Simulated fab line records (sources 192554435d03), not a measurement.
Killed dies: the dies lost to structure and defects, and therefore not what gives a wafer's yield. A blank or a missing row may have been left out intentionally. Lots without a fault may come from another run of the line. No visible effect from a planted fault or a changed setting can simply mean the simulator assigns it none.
Which tool is to blame? + flow n5-finfet + 72 wafers from 24 lots sampled at 4 of the route's 1938 steps

## WHAT THE GAUGES READ, wafer by wafer
N5_BEOL_M10_INSPECT_13: inspects for defects (brightfield).
| lot  | measured     | on                | raw-defect-count |
|------|--------------|-------------------|------------------|
| L076 | day 11 04:26 | defect-inspect-01 | 340 492 306      |
| L077 | day 11 08:48 | defect-inspect-02 | 360 410 403      |
| L078 | day 11 15:26 | defect-inspect-01 | 465 412 403      |
| L075 | day 11 17:52 | defect-inspect-01 | 515 453 456      |
| L079 | day 12 03:14 | defect-inspect-01 | 512 536 447      |
| L074 | day 12 03:38 | defect-inspect-01 | 515 331 519      |
| L080 | day 12 13:07 | defect-inspect-02 | 304 449 305      |
| L082 | day 12 13:22 | defect-inspect-01 | 491 447 427      |
| L081 | day 12 22:06 | defect-inspect-02 | 489 288 285      |
| L084 | day 13 11:30 | defect-inspect-02 | 333 246 223      |
| L083 | day 14 02:31 | defect-inspect-02 | 313 335 235      |
| L085 | day 14 15:25 | defect-inspect-02 | 355 434 346      |
| L086 | day 14 19:26 | defect-inspect-01 | 408 449 347      |
| L087 | day 14 19:37 | defect-inspect-01 | 672 332 558      |
| L088 | day 15 03:54 | defect-inspect-01 | 454 422 490      |
| L090 | day 15 10:41 | defect-inspect-02 | 347 366 330      |
| L089 | day 15 21:43 | defect-inspect-01 | 325 415 359      |
| L091 | day 16 23:18 | defect-inspect-01 | 304 316 478      |
| L094 | day 17 07:38 | defect-inspect-02 | 299 415 463      |
| L092 | day 17 12:45 | defect-inspect-01 | 261 329 398      |
| L093 | day 17 12:58 | defect-inspect-01 | 331 363 340      |
| L096 | day 17 19:49 | defect-inspect-01 | 451 579 408      |
| L095 | day 18 08:11 | defect-inspect-01 | 358 451 356      |
| L097 | day 18 23:59 | defect-inspect-02 | 274 235 309      |

N5_BEOL_M10_CD_MEAS_18: pitch 140 nm, target cd 70 nm.
| lot  | measured     | on        | cd-nm (nm)     |
|------|--------------|-----------|----------------|
| L076 | day 11 05:13 | cd-sem-03 | 70.7 68.9 70.8 |
| L077 | day 11 09:42 | cd-sem-02 | 68.8 70.4 70.0 |
| L078 | day 11 15:55 | cd-sem-03 | 69.1 68.9 69.3 |
| L075 | day 11 18:21 | cd-sem-02 | 70.0 70.4 70.5 |
| L079 | day 12 03:44 | cd-sem-02 | 68.8 70.2 70.2 |
| L074 | day 12 04:10 | cd-sem-02 | 69.3 69.5 69.4 |
| L080 | day 12 13:35 | cd-sem-03 | 68.8 70.3 70.2 |
| L082 | day 12 13:52 | cd-sem-03 | 70.3 69.6 70.2 |
| L081 | day 12 22:40 | cd-sem-03 | 69.3 69.9 70.1 |
| L084 | day 13 11:59 | cd-sem-02 | 69.0 69.1 68.6 |
| L083 | day 14 03:01 | cd-sem-01 | 69.7 69.4 70.3 |
| L085 | day 14 16:16 | cd-sem-03 | 69.6 70.0 69.5 |
| L086 | day 14 19:58 | cd-sem-01 | 70.7 70.3 68.8 |
| L087 | day 14 20:07 | cd-sem-03 | 68.2 69.0 69.0 |
| L088 | day 15 04:31 | cd-sem-03 | 69.5 71.0 69.6 |
| L090 | day 15 11:16 | cd-sem-01 | 69.5 68.3 68.7 |
| L089 | day 15 22:19 | cd-sem-02 | 68.6 70.5 70.3 |
| L091 | day 16 23:47 | cd-sem-03 | 69.9 68.7 68.0 |
| L094 | day 17 08:08 | cd-sem-01 | 69.5 70.4 69.7 |
| L092 | day 17 14:10 | cd-sem-01 | 68.7 70.8 70.3 |
| L093 | day 17 14:22 | cd-sem-03 | 69.3 70.0 70.0 |
| L096 | day 17 20:18 | cd-sem-03 | 71.0 68.8 70.9 |
| L095 | day 18 08:43 | cd-sem-02 | 68.5 67.3 69.5 |
| L097 | day 19 00:41 | cd-sem-01 | 69.2 70.4 69.8 |

## WHICH TOOL RAN EACH LOT (tool, then ch and the chambers of the sampled wafers, then the start)
| lot  | N5_BEOL_M10_CURE_71           | N5_BEOL_M10_STRIP_67               |
|------|-------------------------------|------------------------------------|
| L076 | uv-cure-01 ch 1, day 11 02:20 | rie-diel-04 ch 1,2, day 11 04:58   |
| L077 | uv-cure-01 ch 2, day 11 06:11 | rie-diel-03 ch 0,1,2, day 11 09:29 |
| L078 | uv-cure-03 ch 2, day 11 14:13 | rie-diel-03 ch 0,1,2, day 11 15:42 |
| L075 | uv-cure-02 ch 1, day 11 15:19 | rie-diel-04 ch 1,2,3, day 11 18:08 |
| L079 | uv-cure-01 ch 2, day 12 02:13 | rie-diel-04 ch 2,3, day 12 03:31   |
| L074 | uv-cure-02 ch 1, day 12 02:32 | rie-diel-04 ch 0,1,2, day 12 03:55 |
| L080 | uv-cure-01 ch 0, day 12 10:55 | rie-diel-04 ch 0,3, day 12 13:22   |
| L082 | uv-cure-03 ch 2, day 12 11:20 | rie-diel-02 ch 1,2, day 12 13:38   |
| L081 | uv-cure-03 ch 0, day 12 18:38 | rie-diel-02 ch 0,1, day 12 22:26   |
| L084 | uv-cure-01 ch 0, day 13 10:07 | rie-diel-04 ch 1,2,3, day 13 11:46 |
| L083 | uv-cure-02 ch 2, day 14 00:07 | rie-diel-02 ch 0,1, day 14 02:47   |
| L085 | uv-cure-03 ch 1, day 14 13:22 | rie-diel-04 ch 2,3, day 14 16:00   |
| L086 | uv-cure-01 ch 2, day 14 17:32 | rie-diel-02 ch 0,1,2, day 14 19:42 |
| L087 | uv-cure-03 ch 1, day 14 17:52 | rie-diel-04 ch 1,2,3, day 14 19:53 |
| L088 | uv-cure-03 ch 1, day 15 02:05 | rie-diel-04 ch 0,2,3, day 15 04:14 |
| L090 | uv-cure-01 ch 0, day 15 07:57 | rie-diel-04 ch 1,2,3, day 15 10:56 |
| L089 | uv-cure-03 ch 0, day 15 20:08 | rie-diel-02 ch 1,3, day 15 21:59   |
| L091 | uv-cure-03 ch 1, day 16 20:12 | rie-diel-04 ch 1,2, day 16 23:34   |
| L094 | uv-cure-03 ch 1, day 17 05:17 | rie-diel-04 ch 1,2,3, day 17 07:54 |
| L092 | uv-cure-03 ch 0, day 17 09:48 | rie-diel-04 ch 1,3, day 17 13:53   |
| L093 | uv-cure-01 ch 2, day 17 09:48 | rie-diel-03 ch 1,2, day 17 14:01   |
| L096 | uv-cure-02 ch 2, day 17 16:48 | rie-diel-04 ch 1,2,3, day 17 20:04 |
| L095 | uv-cure-01 ch 0, day 18 05:00 | rie-diel-03 ch 0,2, day 18 08:29   |
| L097 | uv-cure-02 ch 0, day 18 20:38 | rie-diel-03 ch 0,1,2, day 19 00:20 |
- N5_BEOL_M10_CURE_71: cures SiCOH lowk, time 240 s.
- N5_BEOL_M10_STRIP_67: strips in CF4.

## WHAT THE TOOLS THEMSELVES READ (means of the sampled wafers that have a number; where no wafer has one, the mark that the record gives instead)
N5_BEOL_M10_CURE_71.
| lot  | tool       | lamp-power-pct (%) | wafer_temp_C_max |
|------|------------|--------------------|------------------|
| L076 | uv-cure-01 | 52.25              | 386.7            |
| L077 | uv-cure-01 | 52.34              | 387.1            |
| L078 | uv-cure-03 | 52.31              | 386.2            |
| L075 | uv-cure-02 | 52.34              | 387.0            |
| L079 | uv-cure-01 | 52.35              | 386.5            |
| L074 | uv-cure-02 | 52.32              | 386.9            |
| L080 | uv-cure-01 | 52.30              | 386.9            |
| L082 | uv-cure-03 | 52.29              | 386.2            |
| L081 | uv-cure-03 | 52.33              | 387.1            |
| L084 | uv-cure-01 | 52.28              | 386.7            |
| L083 | uv-cure-02 | 52.31              | 386.8            |
| L085 | uv-cure-03 | 52.31              | 386.9            |
| L086 | uv-cure-01 | 52.29              | 386.1            |
| L087 | uv-cure-03 | 52.29              | 386.9            |
| L088 | uv-cure-03 | 52.31              | 386.7            |
| L090 | uv-cure-01 | 52.24              | 387.0            |
| L089 | uv-cure-03 | 52.32              | 387.4            |
| L091 | uv-cure-03 | 52.28              | 386.9            |
| L094 | uv-cure-03 | 52.34              | 386.7            |
| L092 | uv-cure-03 | 52.36              | 387.7            |
| L093 | uv-cure-01 | 52.34              | 386.5            |
| L096 | uv-cure-02 | 52.32              | 386.2            |
| L095 | uv-cure-01 | 52.36              | 387.2            |
| L097 | uv-cure-02 | 52.24              | 386.5            |

N5_BEOL_M10_STRIP_67.
| lot  | tool        | drypump-motor-current-A (A) | oes-product-au (a.u.) | rf-vpp-V (V) | showerhead-plenum-p-Torr (Torr) | throttle-valve-pct (%) |
|------|-------------|-----------------------------|-----------------------|--------------|---------------------------------|------------------------|
| L076 | rie-diel-04 | 5.87                        | 0.91                  | 269.9        | 1.77                            | 13.65                  |
| L077 | rie-diel-03 | 5.82                        | 0.74                  | 269.9        | 1.74                            | 13.82                  |
| L078 | rie-diel-03 | 5.83                        | 0.74                  | 270.7        | 1.74                            | 13.82                  |
| L075 | rie-diel-04 | 5.98                        | 0.82                  | 270.0        | 1.75                            | 13.72                  |
| L079 | rie-diel-04 | 6.01                        | 0.82                  | 269.9        | 1.74                            | 13.68                  |
| L074 | rie-diel-04 | 5.94                        | 0.89                  | 271.3        | 1.82                            | 13.57                  |
| L080 | rie-diel-04 | 6.09                        | 0.82                  | 270.2        | 1.79                            | 13.59                  |
| L082 | rie-diel-02 | 6.18                        | 0.78                  | 271.2        | 1.78                            | 13.50                  |
| L081 | rie-diel-02 | 6.27                        | 0.82                  | 271.1        | 1.80                            | 13.49                  |
| L084 | rie-diel-04 | 5.97                        | 0.79                  | 269.6        | 1.74                            | 13.74                  |
| L083 | rie-diel-02 | 6.28                        | 0.82                  | 271.4        | 1.80                            | 13.51                  |
| L085 | rie-diel-04 | 6.03                        | 0.79                  | 270.3        | 1.73                            | 13.74                  |
| L086 | rie-diel-02 | 6.24                        | 0.78                  | 270.4        | 1.78                            | 13.53                  |
| L087 | rie-diel-04 | 6.00                        | 0.79                  | 271.0        | 1.74                            | 13.77                  |
| L088 | rie-diel-04 | 5.96                        | 0.85                  | 271.0        | 1.80                            | 13.57                  |
| L090 | rie-diel-04 | 5.99                        | 0.78                  | 269.5        | 1.74                            | 13.79                  |
| L089 | rie-diel-02 | 6.22                        | 0.82                  | 272.6        | 1.85                            | 13.33                  |
| L091 | rie-diel-04 | 5.96                        | 0.76                  | 268.6        | 1.74                            | 13.85                  |
| L094 | rie-diel-04 | 5.99                        | 0.77                  | 268.5        | 1.73                            | 13.81                  |
| L092 | rie-diel-04 | 6.08                        | 0.71                  | 269.2        | 1.72                            | 13.92                  |
| L093 | rie-diel-03 | 5.97                        | 0.70                  | 269.8        | 1.71                            | 13.95                  |
| L096 | rie-diel-04 | 6.01                        | 0.76                  | 269.0        | 1.73                            | 13.83                  |
| L095 | rie-diel-03 | 5.85                        | 0.71                  | 270.2        | 1.72                            | 13.78                  |
| L097 | rie-diel-03 | 5.80                        | 0.70                  | 270.7        | 1.73                            | 13.96                  |

## THE ANSWER, worked out from the rows above alone
Rule: the usual values come from the lots themselves. Put in order of their means at a reading, lots are off if they are a third of the lots or fewer, leave a main group of 4 or more, and stand apart from it by a gap of 3 or more times the standard deviation of the main group's means; of several such gaps the widest counts. If all means in a main group match to the digits the tables above print for the reading, that group is not used. Also off: a lot with no number at a reading for which 4 or more lots have one. The other lots that the step has rows for count as sound. The gauges are gone through in route order, then the tools' own readings, and for those a lot's mean is taken as printed above. The first step at which some lot is off is used, and at that step the reading that is off furthest; a lot without a number counts as furthest.
Nothing can be told from this: no lot is off at any reading shown.

## WHAT WAS PUT IN BY THE SIMULATOR
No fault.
